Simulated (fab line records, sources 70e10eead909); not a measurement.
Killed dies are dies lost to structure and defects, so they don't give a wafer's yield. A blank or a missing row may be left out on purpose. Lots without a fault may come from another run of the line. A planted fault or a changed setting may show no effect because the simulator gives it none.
fab line records | flow nand_harc
record lots=24 wafers=72 last_day=33
route steps=1302 shown A_STAIRCASE@848 A_SGD_CUT@890 A_WL_FILL@956
lots that met no fault: from a run of the same line without faults
start_h: hours from the record's first day to the start of the lot's first wafer shown | wait_h: hours since the lot's step before | " the same as in the row above | L1.1+2: a row that stands for several wafers | - no value, or no start given | * or withheld: withheld | < > ~ a bound
route shown NAME@n: a module of which the file shows steps, and the number in the route of the first | usual: mean/standard deviation of fault-free wafers | same: alike in all rows | chamber/n: place in a boat | sites: the reading at each site | _std_site: their standard deviation | _edge_site: outer sites' mean less inner sites' | radius_mm: how far each site lies from the wafer's centre | mask NAME#n: copy n | behind: the tool/chamber that last shaped the wafer | hold: why the lot was held/for how many hours/how that ended | device: the transistor (n, p or np) that didn't switch | end of line: the same wafers' tests at the end of the route | a step without rows: its recipe alone | killed: dies lost to structure and defects at the first sort, not the wafer's yield | map: a wafer's dies, x killed, . not, _ none there
set.NAME: the setting as run; set.NAME@STEP: as run at that earlier step | model.NAME: the simulator's own value behind a step, which no gauge read
steps of the route over a sample of lots; a table a step, a row a wafer
services: from which hour (start_h, from the record's first day; less than 0 if before it) a tool's chamber was out of use, for how many hours, and why
## steps
# step NHARC_A_STAIRCASE_ALD_420
# recipe target_thk_a=200 pulse_time_s=6 ald_cycles=200 temp_c=300 material=SiO2
# usual heater_power_w=478/69 precursor_pulse_height_rel=1.000/0.019
# same pulse_time_s=6
# columns lot.wafer tool chamber start_h wait_h heater_power_w precursor_pulse_height_rel
L075.2 ald_hk-04 2 404.94 - 672 0.984
L075.3 " 3 " " 454 1.006
L075.5 " 2 " " 674 1.010
L074.1 ald_hk-02 3 407.73 - 484 0.997
L074.2 " 2 " " 418 1.030
L074.5 " 0 " " 461 0.984
L076.3 ald_hk-03 0 414.50 - 437 1.011
L076.5 " 1 " " 488 0.993
L076.6 " 2 " " 423 0.998
L077.3 ald_hk-02 3 422.26 - 480 0.994
L077.4 " 0 " " 455 1.003
L077.5 " 1 " " 414 0.992
L078.2 ald_hk-02 3 453.93 - 490 0.996
L078.3 " 2 " " 430 1.010
L078.5 " 3 " " 486 1.000
L079.1 ald_hk-04 3 453.95 - 442 1.012
L079.4 " 2 " " 656 0.998
L079.6 " 3 " " 440 0.972
L080.2 ald_hk-03 0 467.64 - 445 0.985
L080.4 " 1 " " 506 0.997
L080.6 " 3 " " 429 1.021
L081.2 ald_hk-03 2 470.55 - 416 1.011
L081.3 " 0 " " 457 1.001
L081.1 " 1 " " 494 0.975
L082.3 ald_hk-04 3 470.56 - 439 0.975
L082.1 " 0 " " 469 0.980
L082.6 " 0 " " 457 1.020
L083.4 ald_hk-04 1 491.99 - 522 0.996
L083.3 " 3 " " 437 1.025
L083.5 " 1 " " 514 0.993
L086.1 ald_hk-03 0 497.51 - 442 0.999
L086.2 " 3 " " 436 1.030
L086.5 " 1 " " 491 1.005
L085.1 ald_hk-04 2 497.52 - 654 1.000
L085.3 " 0 " " 465 0.988
L085.6 " 3 " " 428 1.029
L084.2 ald_hk-04 1 501.53 - 501 1.001
L084.5 " 3 " " 431 1.037
L084.6 " 0 " " 469 0.985
L087.4 ald_hk-04 0 510.65 - 455 0.986
L087.5 " 0 " " 471 1.006
L087.6 " 1 " " 523 1.000
L089.1 ald_hk-04 2 546.20 - 648 0.965
L089.2 " 3 " " 433 0.984
L089.3 " 0 " " 461 1.025
L090.4 ald_hk-04 2 546.99 - 651 0.986
L090.1 " 3 " " 450 0.984
L090.5 " 2 " " 627 1.017
L088.2 ald_hk-04 2 548.23 - 632 0.984
L088.5 " 0 " " 457 1.029
L088.6 " 1 " " 517 0.971
L091.4 ald_hk-04 3 576.41 - 436 1.005
L091.2 " 0 " " 468 1.012
L091.5 " 3 " " 441 0.997
L093.1 ald_hk-02 0 584.60 - 435 1.003
L093.2 " 3 " " 503 1.029
L093.5 " 1 " " 416 0.995
L092.1 ald_hk-02 0 589.37 - 456 0.956
L092.6 " 1 " " 409 1.000
L092.5 " 2 " " 416 1.014
L094.2 ald_hk-03 0 595.21 - 433 0.993
L094.1 " 1 " " 446 1.027
L094.5 " 3 " " 441 1.019
L095.2 ald_hk-04 0 601.76 - 461 1.020
L095.1 " 2 " " 652 1.023
L095.5 " 3 " " 441 0.990
L097.3 ald_hk-02 0 614.28 - 451 1.006
L097.1 " 1 " " 409 1.006
L097.6 " 1 " " 402 1.008
L096.3 ald_hk-02 3 624.13 - 515 1.017
L096.6 " 2 " " 421 0.985
L096.5 " 3 " " 497 1.005
# step NHARC_A_STAIRCASE_DEP_322
# recipe target_thk_a=72000 temp_c=400 target_thk_nm=7200 teos_flow_sccm=200 rf_w=500 material=SiO2
# usual heater_power_w=680/95
# columns lot.wafer tool chamber start_h wait_h heater_power_w
L074.1 pecvd-04 1 422.78 0.1 672
L074.2 " 0 " " 784
L074.5 " 1 " " 577
L075.2 pecvd-01 0 422.80 0.1 682
L075.3 " 2 " " 646
L075.5 " 1 " " 615
L076.3 pecvd-04 0 430.15 0.2 740
L076.5 " 2 " " 746
L076.6 " 1 " " 581
L077.3 pecvd-01 2 438.13 0.1 752
L077.4 " 2 " " 619
L077.5 " 1 " " 591
L079.1 pecvd-02 0 472.14 0.1 689
L079.6 " 1 " " 680
L079.4 " 2 " " 556
L078.3 pecvd-04 2 472.15 0.1 915
L078.2 " 0 " " 801
L078.5 " 2 " " 741
L080.2 pecvd-01 1 482.53 0.1 663
L080.6 " 1 " " 592
L080.4 " 2 " " 619
L081.3 pecvd-04 2 486.35 0.1 751
L081.2 " 0 " " 866
L081.1 " 1 " " 587
L082.3 pecvd-02 1 486.37 0.1 777
L082.1 " 0 " " 614
L082.6 " 1 " " 661
L083.3 pecvd-04 0 507.44 0.2 805
L083.5 " 0 " " 703
L083.4 " 1 " " 550
L085.1 pecvd-01 1 514.80 0.1 678
L085.3 " 2 " " 727
L085.6 " 0 " " 587
L084.2 pecvd-04 1 514.96 0.2 670
L084.6 " 0 " " 704
L084.5 " 2 " " 737
L086.2 pecvd-02 1 515.03 0.3 725
L086.1 " 2 " " 592
L086.5 " 1 " " 668
L087.6 pecvd-02 0 528.69 0.3 569
L087.5 " 1 " " 686
L087.4 " 2 " " 569
L089.1 pecvd-04 1 562.70 0.1 612
L089.2 " 2 " " 937
L089.3 " 0 " " 848
L088.2 pecvd-01 1 562.77 0.2 752
L088.6 " 1 " " 606
L088.5 " 2 " " 620
L090.1 pecvd-02 2 562.77 0.2 590
L090.5 " 2 " " 556
L090.4 " 0 " " 580
L091.2 pecvd-01 0 596.33 0.1 598
L091.4 " 0 " " 595
L091.5 " 2 " " 604
L093.2 pecvd-02 2 607.09 0.2 620
L093.1 " 0 " " 710
L093.5 " 1 " " 764
L092.1 pecvd-04 1 607.09 0.2 627
L092.5 " 1 " " 555
L092.6 " 2 " " 748
L094.2 pecvd-04 2 610.35 0.1 785
L094.1 " 0 " " 801
L094.5 " 2 " " 747
L095.1 pecvd-04 2 618.68 0.2 888
L095.2 " 0 " " 747
L095.5 " 0 " " 716
L097.1 pecvd-01 2 632.94 0.3 682
L097.3 " 0 " " 613
L097.6 " 2 " " 613
L096.3 pecvd-02 2 642.10 0.3 727
L096.5 " 0 " " 605
L096.6 " 2 " " 601
# step NHARC_A_SGD_CUT_DEP_00
# recipe target_thk_a=500 temp_c=400 target_thk_nm=50 flow_sccm=200 rf_w=450 material=SiNx
# usual heater_power_w=731/110
# columns lot.wafer tool chamber start_h wait_h heater_power_w
L074.2 pecvd-02 2 446.66 0.1 672
L074.1 " 0 " " 707
L074.5 " 2 " " 667
L075.2 pecvd-03 2 446.94 0.1 803
L075.3 " 1 " " 511
L075.5 " 1 " " 496
L076.3 pecvd-02 0 455.40 0.1 662
L076.6 " 1 " " 768
L076.5 " 2 " " 691
L077.3 pecvd-03 0 461.05 0.1 821
L077.4 " 0 " " 803
L077.5 " 2 " " 832
L078.3 pecvd-04 0 497.09 0.1 885
L078.2 " 1 " " 713
L078.5 " 1 " " 697
L079.1 pecvd-02 0 501.21 0.1 690
L079.4 " 1 " " 797
L079.6 " 2 " " 655
L080.2 pecvd-02 1 507.60 0.1 839
L080.4 " 1 " " 841
L080.6 " 2 " " 665
L081.1 pecvd-02 2 507.85 0.1 716
L081.2 " 0 " " 597
L081.3 " 1 " " 810
L082.3 pecvd-03 2 508.99 0.1 692
L082.1 " 0 " " 854
L082.6 " 1 " " 567
L083.3 pecvd-03 0 535.04 0.1 767
L083.5 " 0 " " 766
L083.4 " 1 " " 534
L086.1 pecvd-03 0 537.74 0.1 866
L086.2 " 2 " " 742
L086.5 " 1 " " 558
L085.3 pecvd-02 1 538.06 0.1 788
L085.1 " 2 " " 596
L085.6 " 2 " " 586
L084.2 pecvd-03 2 538.97 0.1 757
L084.5 " 1 " " 518
L084.6 " 2 " " 756
L087.4 pecvd-04 2 552.63 0.2 915
L087.6 " 0 " " 882
L087.5 " 1 " " 628
L090.1 pecvd-03 0 590.09 0.1 732
L090.5 " 1 " " 553
L090.4 " 2 " " 788
L089.2 pecvd-04 2 590.34 0.1 903
L089.3 " 0 " " 706
L089.1 " 1 " " 650
L088.2 pecvd-04 2 593.26 0.1 923
L088.6 " 1 " " 648
L088.5 " 0 " " 783
L091.2 pecvd-02 1 626.42 0.1 851
L091.4 " 2 " " 679
L091.5 " 0 " " 747
L092.1 pecvd-03 1 629.91 0.1 556
L092.5 " 1 " " 540
L092.6 " 2 " " 683
L093.1 pecvd-04 0 631.38 0.1 872
L093.2 " 2 " " 814
L093.5 " 0 " " 865
L094.1 pecvd-03 0 637.72 0.1 804
L094.2 " 2 " " 823
L094.5 " 2 " " 844
L095.2 pecvd-02 1 643.64 0.1 884
L095.1 " 2 " " 703
L095.5 " 2 " " 701
L097.1 pecvd-03 1 659.94 0.1 570
L097.3 " 2 " " 777
L097.6 " 2 " " 772
L096.3 pecvd-03 1 666.45 0.2 559
L096.5 " 2 " " 828
L096.6 " 1 " " 549
# step NHARC_A_WL_FILL_CVD_03
# recipe target_thk_a=400 temp_c=300 pressure_torr=40 wf6_flow_sccm=40 h2_flow_sccm=1600 ar_flow_sccm=1560 time_s=279 material=W
# usual heater_power_w=494/21 mfc_ar_sccm=1559/4.4 mfc_wf6_sccm=40.01/0.11 throttle_valve_pct=8.1/0.31
# columns lot.wafer tool chamber start_h wait_h heater_power_w mfc_ar_sccm mfc_wf6_sccm throttle_valve_pct
L074.1 cvd_w-02 1 476.33 0.1 496 1561 39.98 8.2
L074.2 " 0 " " 473 1559 40.02 8.5
L074.5 " 1 " " 493 1556 39.80 8.1
L075.2 cvd_w-01 1 476.40 0.1 550 1558 40.02 7.3
L075.3 " 1 " " 543 1555 39.91 7.6
L075.5 " 1 " " 536 1556 39.91 7.7
L076.3 cvd_w-01 1 483.48 0.2 533 1559 40.03 7.6
L076.5 " 0 " " 486 1561 40.08 7.9
L076.6 " 1 " " 534 1556 40.26 7.3
L077.4 cvd_w-02 1 493.96 0.2 489 1561 39.99 8.1
L077.3 " 0 " " 492 1557 40.10 8.5
L077.5 " 1 " " 488 1563 39.93 8.2
L078.2 cvd_w-02 1 525.50 0.1 499 1563 40.00 7.9
L078.3 " 1 " " 485 1565 39.99 7.8
L078.5 " 1 " " 489 1562 40.01 8.1
L079.1 cvd_w-02 1 529.44 0.1 506 1561 39.94 8.1
L079.4 " 1 " " 492 1565 39.95 7.9
L079.6 " 1 " " 503 1569 39.80 7.9
L081.2 cvd_w-01 0 536.91 0.1 485 1564 40.10 8.0
L081.1 " 1 " " 558 1556 40.12 7.4
L081.3 " 1 " " 548 1555 40.11 7.7
L082.1 cvd_w-02 0 541.53 0.1 491 1554 40.14 8.5
L082.3 " 1 " " 483 1561 40.00 8.1
L082.6 " 0 " " 488 1554 39.98 8.2
L080.2 cvd_w-01 1 542.21 0.1 533 1557 39.93 8.1
L080.4 " 0 " " 489 1555 40.06 8.3
L080.6 " 0 " " 500 1562 40.21 8.0
L083.4 cvd_w-02 0 562.72 0.2 463 1565 40.04 8.5
L083.3 " 1 " " 508 1559 40.15 7.8
L083.5 " 0 " " 491 1562 40.00 8.4
L086.1 cvd_w-02 1 564.65 0.1 485 1561 39.81 7.8
L086.2 " 0 " " 473 1562 40.04 8.3
L086.5 " 1 " " 488 1559 40.02 8.3
L085.1 cvd_w-02 1 568.06 0.1 505 1555 39.94 8.0
L085.3 " 1 " " 481 1559 39.95 8.3
L085.6 " 1 " " 493 1560 39.96 7.8
L084.2 cvd_w-02 0 568.37 0.3 470 1563 39.97 8.4
L084.6 " 1 " " 495 1563 40.06 8.2
L084.5 " 0 " " 480 1561 40.12 8.4
L087.4 cvd_w-01 1 583.05 0.2 529 1556 40.00 7.4
L087.6 " 0 " " 461 1564 39.95 8.1
L087.5 " 1 " " 529 1555 40.22 7.6
L090.1 cvd_w-01 0 617.35 0.1 470 1561 40.26 8.2
L090.4 " 1 " " 521 1556 40.12 7.5
L090.5 " 0 " " 464 1563 39.98 8.0
L088.2 cvd_w-02 0 617.55 0.2 485 1562 39.73 8.5
L088.5 " 0 " " 499 1558 40.00 8.5
L088.6 " 0 " " 481 1562 39.88 8.8
L089.2 cvd_w-01 0 621.55 0.1 461 1555 39.98 8.3
L089.1 " 1 " " 543 1559 40.15 7.6
L089.3 " 1 " " 537 1555 40.18 7.7
L092.1 cvd_w-02 1 653.91 0.1 494 1553 40.09 8.0
L092.6 " 0 " " 481 1565 39.81 8.5
L092.5 " 1 " " 485 1557 40.07 8.1
L091.2 cvd_w-02 1 657.64 0.1 496 1553 40.07 8.2
L091.4 " 1 " " 491 1555 40.11 8.2
L091.5 " 1 " " 491 1548 39.92 8.0
L093.1 cvd_w-02 0 668.64 0.1 491 1554 39.98 8.4
L093.2 " 1 " " 490 1561 39.74 8.4
L093.5 " 0 " " 484 1562 40.00 8.6
L094.2 cvd_w-02 1 668.95 0.2 502 1557 40.17 8.0
L094.1 " 0 " " 484 1561 40.00 8.3
L094.5 " 0 " " 487 1558 40.12 8.3
L095.1 cvd_w-02 0 672.35 0.1 478 1562 40.16 8.2
L095.2 " 1 " " 484 1565 40.06 8.2
L095.5 " 0 " " 491 1559 40.06 8.3
L097.1 cvd_w-02 1 686.60 0.1 494 1563 39.96 8.0
L097.3 " 1 " " 487 1564 39.95 8.0
L097.6 " 1 " " 505 1562 39.96 8.3
L096.3 cvd_w-02 0 692.99 0.2 483 1562 40.29 8.3
L096.6 " 1 " " 513 1557 40.05 8.2
L096.5 " 0 " " 481 1555 40.17 8.3
# step NHARC_A_WL_FILL_STRIP_29
# recipe time_s=20 o2_flow_sccm=500 ar_flow_sccm=0 bias_w=0 chemistry=O2
# usual drypump_motor_current_A=5.7/0.42 mfc_ar_sccm=0.005/0.0088 oes_product_au=0.999/0.0088 rf_vpp_V=57.8/0.78 showerhead_plenum_p_Torr=3.49/0.13 throttle_valve_pct=17.037/0.0087
# columns lot.wafer tool chamber start_h wait_h drypump_motor_current_A mfc_ar_sccm oes_product_au rf_hours_counter_h rf_vpp_V showerhead_plenum_p_Torr throttle_valve_pct
L074.2 rie_diel-10 0 489.32 0.1 5.7 0 1.027 2.0 59.0 3.67 17.032
L074.1 " 1 " " 5.2 0 0.998 1.8 56.2 3.40 17.047
L074.5 " 3 " " 6.3 0 0.997 - 58.0 3.40 17.042
L075.2 rie_diel-01 0 492.04 0.1 5.1 0.026 0.996 3.6 58.7 3.49 17.048
L075.3 " 2 " " 5.7 0 1.015 3.8 57.1 3.58 17.041
L075.5 " 0 " " 5.1 0.026 1.007 - 58.4 3.49 17.013
L076.3 rie_diel-07 2 495.37 0.1 5.8 0 0.992 0.3 56.7 3.40 17.043
L076.5 " 1 " " 6.4 0.012 1.001 - 58.3 3.62 17.040
L076.6 " 2 " " 5.9 0 0.993 - 56.9 3.40 17.033
L077.4 rie_diel-10 2 508.32 0.1 5.7 0 0.996 1.8 58.0 3.68 17.033
L077.3 " 1 " " 5.2 0 1.000 2.3 59.0 3.40 17.028
L077.5 " 3 " " 6.3 0 0.989 - 57.5 3.40 17.051
L078.2 rie_diel-10 3 537.64 0.1 6.3 0 0.993 3.1 55.9 3.40 17.012
L078.3 " 0 " " 5.8 0 1.015 3.4 58.6 3.67 17.051
L078.5 " 2 " " 5.7 0 0.988 - 57.5 3.68 17.036
L079.4 rie_diel-07 3 537.69 0.1 6.2 0 1.007 3.3 57.8 3.31 17.038
L079.1 " 0 " " 5.8 0.019 1.007 3.0 58.2 3.69 17.043
L079.6 " 3 " " 6.2 0 1.013 - 57.0 3.31 17.035
L081.1 rie_diel-10 3 548.71 0.1 6.3 0 0.997 3.6 56.4 3.40 17.032
L081.2 " 0 " " 5.7 0 1.009 4.1 57.8 3.67 17.043
L081.3 " 1 " " 5.2 0 0.998 3.6 57.6 3.40 17.028
L082.1 rie_diel-07 1 552.77 0.1 6.4 0.012 0.995 4.0 57.5 3.62 17.045
L082.3 " 2 " " 5.8 0 0.993 4.0 58.0 3.40 17.035
L082.6 " 2 " " 5.8 0 0.991 - 57.8 3.40 17.035
L080.4 rie_diel-01 3 553.55 0.1 5.3 0 1.002 5.3 56.4 3.40 17.046
L080.2 " 1 " " 5.2 0 1.001 5.4 57.7 3.32 17.033
L080.6 " 0 " " 5.1 0.026 0.993 - 58.6 3.48 17.027
L083.4 rie_diel-01 2 574.44 0.1 5.7 0 0.987 0.0 56.7 3.58 17.031
L083.3 " 0 " " 5.1 0.026 1.002 0.0 57.0 3.48 17.025
L083.5 " 1 " " 5.2 0 0.998 - 57.5 3.32 17.036
L086.1 rie_diel-10 1 574.55 0.1 5.2 0 0.992 4.0 58.5 3.40 17.044
L086.2 " 2 " " 5.7 0 0.993 3.3 58.0 3.68 17.047
L086.5 " 1 " " 5.2 0 1.000 - 57.0 3.40 17.034
L085.1 rie_diel-07 1 581.26 0.1 6.4 0.012 0.995 5.5 57.6 3.61 17.053
L085.3 " 3 " " 6.2 0 1.003 5.7 56.6 3.31 17.043
L085.6 " 2 " " 5.8 0 0.996 - 58.5 3.40 17.013
L084.2 rie_diel-01 3 581.36 0.1 5.4 0 1.005 0.1 58.7 3.40 17.025
L084.5 " 0 " " 5.1 0.026 1.017 - 57.7 3.48 17.036
L084.6 " 1 " " 5.1 0 1.005 - 56.4 3.32 17.025
L087.4 rie_diel-07 3 593.65 0.1 6.2 0 1.009 5.8 57.4 3.31 17.037
L087.6 " 2 " " 5.8 0 0.991 - 56.7 3.40 17.033
L087.5 " 3 " " 6.2 0 1.010 - 58.5 3.31 17.051
L088.2 rie_diel-01 2 629.96 0.1 5.7 0 0.993 1.3 59.0 3.58 17.019
L088.6 " 2 " " 5.7 0 0.982 - 58.8 3.58 17.048
L088.5 " 3 " " 5.4 0 0.995 - 57.5 3.40 17.051
L089.1 rie_diel-07 2 629.99 0.1 5.8 0 0.982 7.3 58.1 3.40 17.026
L089.3 " 3 " " 6.2 0 1.000 8.0 57.1 3.31 17.042
L089.2 " 0 " " 5.8 0.019 0.998 8.7 58.9 3.68 17.041
L090.1 rie_diel-10 2 633.04 0.1 5.7 0 0.980 0.8 58.9 3.68 17.045
L090.4 " 1 " " 5.2 0 1.003 0.8 57.0 3.40 17.046
L090.5 " 2 " " 5.7 0 0.988 - 59.5 3.68 17.039
L091.2 rie_diel-01 3 669.37 0.1 5.3 0 0.989 2.1 56.5 3.40 17.045
L091.4 " 0 " " 5.1 0.026 0.999 2.1 58.3 3.48 17.041
L091.5 " 2 " " 5.7 0 0.986 - 57.9 3.58 17.038
L092.1 rie_diel-10 0 670.39 0.1 5.8 0 1.011 1.3 57.7 3.67 17.047
L092.5 " 0 " " 5.8 0 1.020 - 57.4 3.67 17.030
L092.6 " 1 " " 5.2 0 1.009 - 57.5 3.40 17.027
L093.2 rie_diel-07 0 679.25 0.1 5.8 0.019 0.993 1.2 58.1 3.68 17.036
L093.1 " 1 " " 6.5 0.012 1.012 1.2 57.7 3.61 17.036
L093.5 " 1 " " 6.5 0.012 1.001 - 58.2 3.61 17.033
L094.1 rie_diel-10 1 682.30 0.1 5.2 0 1.001 1.9 57.5 3.40 17.033
L094.2 " 3 " " 6.3 0 0.992 2.0 57.7 3.40 17.021
L094.5 " 1 " " 5.2 0 1.001 - 57.5 3.40 17.035
L095.1 rie_diel-01 0 683.32 0.1 5.1 0.026 0.996 2.5 57.8 3.48 17.028
L095.2 " 3 " " 5.4 0 0.993 2.5 58.0 3.40 17.031
L095.5 " 2 " " 5.7 0 0.992 - 58.6 3.58 17.036
L097.3 rie_diel-07 3 698.66 0.1 6.2 0 1.006 2.8 57.2 3.31 17.022
L097.1 " 2 " " 5.8 0 1.005 3.1 57.3 3.39 17.034
L097.6 " 0 " " 5.8 0.019 1.012 - 59.0 3.68 17.047
L096.3 rie_diel-01 2 704.83 0.1 5.7 0 0.993 3.9 57.7 3.58 17.048
L096.6 " 1 " " 5.2 0 0.998 - 57.6 3.31 17.046
L096.5 " 2 " " 5.7 0 0.995 - 57.4 3.58 17.037
# step NHARC_A_WL_FILL_ETCHBACK_17
# recipe target_depth_a=40 time_s=26.7 chemistry=Cl2/BCl3
# usual drypump_motor_current_A=5.94/0.26 oes_product_au=1.001/0.012
# columns lot.wafer tool chamber start_h wait_h drypump_motor_current_A oes_product_au rf_hours_counter_h
L074.1 rie_metal-01 1 489.41 - 5.89 0.995 1.0
L074.2 " 0 " " 6.25 0.997 1.9
L074.5 " 0 " " 6.22 0.997 -
L075.2 rie_metal-02 0 492.14 - 5.86 1.001 0.4
L075.3 " 0 " " 5.85 1.009 -
L075.5 " 0 " " 5.85 1.002 -
L076.3 rie_metal-03 0 495.52 - 5.64 0.999 -
L076.5 " 1 " " 6.31 0.984 -
L076.6 " 0 " " 5.65 0.999 -
L077.4 rie_metal-01 0 508.45 - 6.26 0.994 -
L077.3 " 1 " " 5.91 1.005 -
L077.5 " 0 " " 6.25 0.978 -
L078.2 rie_metal-02 0 537.75 - 5.83 1.005 1.2
L078.3 " 1 " " 5.64 0.998 -
L078.5 " 0 " " 5.82 1.007 -
L079.1 rie_metal-03 0 537.79 - 5.66 1.027 0.2
L079.4 " 0 " " 5.67 1.021 -
L079.6 " 0 " " 5.67 1.023 -
L081.1 rie_metal-02 1 548.79 - 5.66 1.013 1.4
L081.2 " 0 " " 5.85 1.019 1.4
L081.3 " 1 " " 5.63 1.007 -
L082.1 rie_metal-03 0 552.85 - 5.65 1.018 0.5
L082.3 " 0 " " 5.66 1.011 -
L082.6 " 0 " " 5.66 1.010 -
L080.2 rie_metal-01 1 553.63 - 5.90 1.005 2.1
L080.4 " 1 " " 5.91 0.992 -
L080.6 " 1 " " 5.91 1.000 -
L083.3 rie_metal-03 1 574.56 - 6.32 0.986 -
L083.4 " 0 " " 5.66 1.011 -
L083.5 " 1 " " 6.33 0.993 -
L086.2 rie_metal-01 0 574.64 - 6.26 0.989 3.5
L086.1 " 1 " " 5.89 1.003 2.6
L086.5 " 0 " " 6.25 1.004 -
L085.1 rie_metal-02 1 581.34 - 5.63 1.007 2.2
L085.3 " 0 " " 5.84 1.030 -
L085.6 " 1 " " 5.66 1.013 -
L084.2 rie_metal-03 1 581.44 - 6.29 0.987 1.1
L084.5 " 1 " " 6.33 0.989 -
L084.6 " 0 " " 5.64 1.014 -
L087.4 rie_metal-01 1 593.79 - 5.91 1.005 -
L087.6 " 0 " " 6.25 0.975 -
L087.5 " 1 " " 5.90 1.005 -
L088.2 rie_metal-02 1 630.04 - 5.66 1.004 2.9
L088.6 " 1 " " 5.66 0.988 -
L088.5 " 0 " " 5.84 1.010 -
L089.1 rie_metal-03 1 630.07 - 6.29 1.001 1.9
L089.2 " 0 " " 5.67 1.021 1.9
L089.3 " 1 " " 6.30 0.993 -
L090.1 rie_metal-01 0 633.15 - 6.26 0.992 0.7
L090.4 " 0 " " 6.25 0.983 -
L090.5 " 1 " " 5.88 1.011 -
L091.2 rie_metal-01 0 669.45 - 6.25 0.988 1.2
L091.4 " 1 " " 5.88 1.013 -
L091.5 " 1 " " 5.89 1.020 -
L092.1 rie_metal-02 1 670.51 - 5.63 0.997 0.2
L092.5 " 0 " " 5.88 1.006 -
L092.6 " 1 " " 5.63 0.986 -
L093.2 rie_metal-03 1 679.33 - 6.33 0.969 2.8
L093.1 " 0 " " 5.65 1.019 2.8
L093.5 " 0 " " 5.66 1.011 -
L094.1 rie_metal-02 0 682.38 - 5.86 1.011 1.2
L094.2 " 1 " " 5.62 0.995 0.3
L094.5 " 0 " " 5.86 1.017 -
L095.2 rie_metal-01 1 683.41 - 5.89 1.010 1.5
L095.1 " 0 " " 6.26 0.983 1.5
L095.5 " 1 " " 5.91 1.001 -
L097.1 rie_metal-02 0 698.76 - 5.82 1.015 1.5
L097.3 " 1 " " 5.65 0.988 -
L097.6 " 0 " " 5.83 1.011 -
L096.3 rie_metal-01 0 704.95 - 6.26 0.989 -
L096.6 " 0 " " 6.26 1.001 -
L096.5 " 1 " " 5.90 1.011 -
## services
# columns tool chamber start_h hours kind
cvd_w-02 - 393.12 1.0 repair
rie_metal-01 - 398.05 9.0 pm
pecvd-02 - 408.17 13.0 pm
rie_diel-10 - 419.54 9.0 pm
rie_diel-07 1 424.16 14.9 repair
ald_hk-04 - 432.79 10.0 pm
cvd_w-02 - 450.01 13.0 pm
pecvd-04 - 450.48 13.0 pm
pecvd-03 0 454.19 3.5 repair
ald_hk-04 - 458.68 1.5 repair
cvd_w-02 - 466.28 0.5 repair
pecvd-03 - 480.61 0.3 repair
pecvd-04 1 503.17 1.7 repair
ald_hk-04 - 514.02 1.6 repair
pecvd-03 - 547.06 13.0 pm
rie_metal-01 - 575.05 9.0 pm
pecvd-02 - 589.18 13.0 pm
cvd_w-02 1 595.38 23.0 repair
ald_hk-04 - 610.79 10.0 pm
cvd_w-02 - 631.01 13.0 pm
pecvd-04 - 631.56 13.0 pm
ald_hk-04 - 637.95 1.4 repair
pecvd-03 0 666.12 6.9 repair
pecvd-04 0 695.69 7.0 repair
## key
fault none
